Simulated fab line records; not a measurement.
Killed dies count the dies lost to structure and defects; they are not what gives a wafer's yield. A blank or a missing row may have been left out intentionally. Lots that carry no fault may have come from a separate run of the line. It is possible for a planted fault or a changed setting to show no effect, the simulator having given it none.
Which tool did it?	flow n5Finfet	10 lots with 28 wafers sampled at 5 steps, on a route of 1938 steps

WHAT THE GAUGES READ, wafer by wafer
N5_BEOL_M4_RC_MEAS_101.
lot	measured	on	DIBL_N (mV/V)	DIBL_P (mV/V)	IOFF_N (nA/um)	IOFF_P (nA/um)	ION_N (uA/um)	ION_P (uA/um)	SS_N (mV/dec)	SS_P (mV/dec)	VT_N (mV)	VT_P (mV)
L624	day 12 07:17	prober-01	36.6 38.5 40.1	36.6 38.0 42.1	0.17 0.20 0.26	0.24 0.25 0.36	669 675 688	464 460 471	72.1 72.3 72.8	72.7 73.1 73.9	249 248 243	-245 -243 -241
L626	day 12 01:04	prober-02	42.7 36.7 42.0	41.4 34.8 40.6	0.26 0.13 0.25	0.31 0.18 0.30	704 672 707	480 465 482	73.3 71.3 72.9	74.6 72.9 74.4	244 254 245	-245 -254 -247
L630	day 13 17:46	prober-01	36.3 39.2	37.5 41.1	0.16 0.23	0.21 0.26	684 700	469 471	72.1 72.5	73.8 75.4	252 245	-249 -248
L632	day 13 18:59	prober-02	38.7 36.7 37.4	39.1 36.1 39.1	0.19 0.15 0.18	0.25 0.18 0.25	679 680 695	459 458 471	72.9 72.5 72.8	74.1 73.9 74.3	248 250 251	-251 -256 -250
L633	day 13 21:57	prober-01	37.6 40.3 38.8	36.9 38.5 38.6	0.16 0.23 0.18	0.23 0.25 0.24	664 682 670	460 461 455	72.0 72.7 71.5	74.0 74.1 73.5	250 247 251	-249 -245 -250
L634	day 14 11:06	prober-02	34.1 36.3 34.2	34.6 37.9 35.2	0.14 0.19 0.16	0.18 0.24 0.19	668 697 689	453 472 470	70.5 72.3 71.6	72.2 73.2 73.5	250 247 247	-252 -248 -249
L637	day 15 17:26	prober-01	34.6 36.4 39.1	35.0 37.2 40.1	0.14 0.16 0.21	0.19 0.22 0.27	668 673 685	461 461 458	70.6 71.1 72.7	73.0 73.6 73.4	249 251 247	-250 -251 -248
L639	day 15 08:53	prober-01	40.9 37.4	40.7 36.3	0.22 0.16	0.30 0.22	692 676	477 468	72.4 71.1	74.6 73.8	244 248	-242 -250
L646	day 17 05:06	prober-02	39.4 36.0 38.5	38.3 34.0 39.8	0.22 0.17 0.22	0.26 0.19 0.30	685 680 688	469 459 471	73.2 71.6 71.4	73.9 72.8 73.6	245 249 244	-247 -251 -246
L647	day 17 18:26	prober-02	36.5 33.3 36.9	36.5 31.9 37.3	0.16 0.12 0.19	0.26 0.17 0.26	662 680 686	460 463 475	71.5 70.8 72.2	73.6 73.0 74.0	250 248 248	-245 -251 -246

WHAT TOOL EACH LOT RAN ON (gives the tool, then ch and the chambers of the sampled wafers, and finally the start)
lot	N5_HKMG_FIN_ETCH_86	N5_HKMG_FIN_ALD_71	N5_HKMG_FIN_ALD_21	N5_HKMG_FIN_CMP_23
L624	rieDiel-01 ch 0,3, day 4 12:29	aldMetal-02 ch 0,1, day 4 13:13	aldMetal-02 ch 0,1,3, day 4 14:18	cmp-03 ch 0,2,3, day 4 14:55
L626	rieDiel-01 ch 0,1, day 4 13:56	aldMetal-01 ch 0,1,2, day 4 14:41	aldMetal-02 ch 1,2, day 4 15:46	cmp-02 ch 2,3, day 4 16:25
L630	rieDiel-04 ch 1, day 5 21:05	aldMetal-02 ch 1,2, day 5 21:49	aldMetal-01 ch 2,3, day 5 23:00	cmp-02 ch 1,2, day 5 23:46
L632	rieDiel-01 ch 0,2,3, day 6 07:20	aldMetal-01 ch 2,3, day 6 08:04	aldMetal-01 ch 0,1,2, day 6 09:10	cmp-03 ch 2,3, day 6 09:41
L633	rieDiel-05 ch 0,2,3, day 6 14:17	aldMetal-01 ch 1,2,3, day 6 15:02	aldMetal-03 ch 0,1,3, day 6 16:07	cmp-01 ch 1,3, day 6 16:40
L634	rieDiel-01 ch 1,2,3, day 6 23:53	aldMetal-02 ch 0,1, day 7 00:37	aldMetal-01 ch 0,1,3, day 7 01:43	cmp-02 ch 0,3, day 7 02:14
L637	rieDiel-04 ch 0,1,3, day 7 13:19	aldMetal-01 ch 0,2,3, day 7 14:03	aldMetal-01 ch 0,2,3, day 7 15:08	cmp-01 ch 0,3, day 7 15:40
L639	rieDiel-04 ch 1,3, day 7 23:29	aldMetal-02 ch 0,2, day 8 00:13	aldMetal-01 ch 0,2, day 8 01:40	cmp-02 ch 1,2, day 8 02:12
L646	rieDiel-01 ch 0,1, day 9 16:48	aldMetal-02 ch 0,1,3, day 9 17:34	aldMetal-02 ch 0,1,3, day 9 18:50	cmp-01 ch 0,1,2, day 9 19:36
L647	rieDiel-01 ch 0,1,3, day 10 03:14	aldMetal-02 ch 0,2,3, day 10 03:58	aldMetal-03 ch 0,2,3, day 10 05:05	cmp-01 ch 1,2, day 10 05:37
- N5_HKMG_FIN_ETCH_86: etches SOC in N2/H2, stops on TiN, target depth 393.2 nm.
- N5_HKMG_FIN_ALD_71: deposits TiN, target thk 1 nm, pulse time 1 s, purge time 3 s.
- N5_HKMG_FIN_ALD_21: deposits TiN, target thk 1.5 nm, pulse time 1 s, purge time 3 s.
- N5_HKMG_FIN_CMP_23: polishes, stops on SiNx, t overpolish 10 s, target thk 46.326 nm.

WHAT THE TOOLS THEMSELVES READ (means of the sampled wafers that have a number; where no wafer has one, the mark that the record gives instead)
N5_HKMG_FIN_ETCH_86.
lot	tool	chamberPressureMTorr (mTorr)	drypumpMotorCurrentA (A)	oesProductAu (a.u.)	rfVppV (V)	showerheadPlenumPTorr (Torr)	throttleValvePct (%)
L624	rieDiel-01	29.96	6.4	0.80	242.6	2.61	17.67
L626	rieDiel-01	30.06	6.0	0.75	241.4	2.58	18.02
L630	rieDiel-04	30.02	6.3	0.93	242.2	2.62	17.99
L632	rieDiel-01	29.96	6.0	0.78	240.9	2.61	17.71
L633	rieDiel-05	30.03	6.1	0.89	241.9	2.65	17.43
L634	rieDiel-01	29.97	6.0	0.72	239.8	2.53	17.76
L637	rieDiel-04	29.99	5.7	0.76	241.1	2.58	18.04
L639	rieDiel-04	30.00	6.0	0.80	240.8	2.61	17.99
L646	rieDiel-01	30.00	6.0	0.71	240.8	2.56	18.10
L647	rieDiel-01	30.05	6.2	0.73	240.4	2.58	17.91

N5_HKMG_FIN_ALD_71.
lot	tool	chamberPressureTorr (Torr)	heaterPowerW (W)	precursorPulseHeightRel
L624	aldMetal-02	3.001	802	1.019
L626	aldMetal-01	2.997	877	1.016
L630	aldMetal-02	3.003	922	0.988
L632	aldMetal-01	3.001	854	1.029
L633	aldMetal-01	3.004	918	0.995
L634	aldMetal-02	2.992	802	0.968
L637	aldMetal-01	2.995	865	0.990
L639	aldMetal-02	2.995	794	1.004
L646	aldMetal-02	2.999	885	1.005
L647	aldMetal-02	3.006	837	1.008

N5_HKMG_FIN_ALD_21.
lot	tool	chamberPressureTorr (Torr)	heaterPowerW (W)	precursorPulseHeightRel
L624	aldMetal-02	3.002	889	0.990
L626	aldMetal-02	3.000	892	0.968
L630	aldMetal-01	3.002	890	0.982
L632	aldMetal-01	3.006	869	0.990
L633	aldMetal-03	3.002	896	0.981
L634	aldMetal-01	2.998	929	0.996
L637	aldMetal-01	2.998	847	0.983
L639	aldMetal-01	2.997	802	0.992
L646	aldMetal-02	2.999	883	0.986
L647	aldMetal-03	2.996	915	0.991

N5_HKMG_FIN_CMP_23.
lot	tool	motorCurrentA (A)	platenRpm (rpm)	slurryFilterDpKPa (kPa)
L624	cmp-03	13.0	50.31	13.52
L626	cmp-02	11.1	50.27	13.53
L630	cmp-02	9.9	50.30	13.57
L632	cmp-03	12.7	50.29	13.52
L633	cmp-01	11.2	50.29	13.63
L634	cmp-02	11.2	50.24	13.48
L637	cmp-01	11.9	50.25	13.53
L639	cmp-02	9.9	50.25	13.37
L646	cmp-01	12.3	50.28	13.47
L647	cmp-01	12.1	50.27	13.45

THE ANSWER, worked out from the rows above alone
Rule: usual is defined by the lots themselves. Put in order of their means at a reading, lots are off if they are a third of the lots or fewer, leave a main group of 4 or more, and stand apart from it by a gap of 3 or more times the standard deviation of the main group's means; of several such gaps the widest counts. A main group is skipped when, at the precision printed for the reading in the tables above, its means are all equal. Also off: a lot with no number at a reading for which 4 or more lots have one. Any other lot the step has rows for is counted as sound. Order of review: gauges by route order, followed by the tools' own readings, for which a lot's mean as printed above is used. At the first step where some lot is off, the reading lying furthest off is the one used; lots without a number count as furthest.
Nothing can be told from this: no lot is off at any reading shown.

WHAT THE SIMULATOR PUT IN
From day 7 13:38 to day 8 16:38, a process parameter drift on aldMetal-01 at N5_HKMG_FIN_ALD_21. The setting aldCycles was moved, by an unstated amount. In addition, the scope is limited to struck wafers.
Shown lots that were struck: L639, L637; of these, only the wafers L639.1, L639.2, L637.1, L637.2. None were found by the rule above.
